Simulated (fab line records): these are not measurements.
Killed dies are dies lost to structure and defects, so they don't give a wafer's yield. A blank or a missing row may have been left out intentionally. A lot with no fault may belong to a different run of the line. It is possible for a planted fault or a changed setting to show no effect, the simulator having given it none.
Chamber matching -- flow n5_finfet -- N5_BEOL_M0_CUTY_ETCH_63 on rie_diel-05 has 4 sister chambers
The step etches SOC in N2/H2, target depth 82.7 nm, overetch 16.5 nm, time 124 s. 4 wafers are shown with their chamber, then 8 later ones without.

== EACH WAFER AND ITS CHAMBER ==
wafer,chamber,showerhead_plenum_p_Torr (Torr)
L084.3,0,2.43
L087.5,3,2.51
L087.6,2,2.57
L085.1,1,2.62

== WAFERS WITHOUT THEIR CHAMBER ==
wafer,showerhead_plenum_p_Torr (Torr)
L085.3,2.42
L085.4,2.51
L089.3,2.62
L089.4,2.62
L089.6,2.42
L090.2,2.51
L090.4,2.42
L090.5,2.57

== THE CHAMBER EACH PASSED THROUGH ==
wafer,from the rows above,in truth
L085.3,0,0
L085.4,3,3
L089.3,1,1
L089.4,1,1
L089.6,0,0
L090.2,3,3
L090.4,0,0
L090.5,2,2
Correctly placed: 8 of 8. Can't be placed from these rows: 0. Wrongly placed: 0.
How it was worked out, from the rows above alone: a wafer's distance from a chamber is the root of the sum, over the readings, of the square of ((its reading less the chamber's mean) divided by the reading's scatter). If the next closest chamber is less than 2 further off than the closest, the wafer can't be placed; otherwise it belongs to the closest. Each chamber's mean is taken over the wafers shown for it. The scatter (one wafer shown for each chamber): square how far every hidden wafer sits from the nearest shown wafer, average those squares and take the square root.
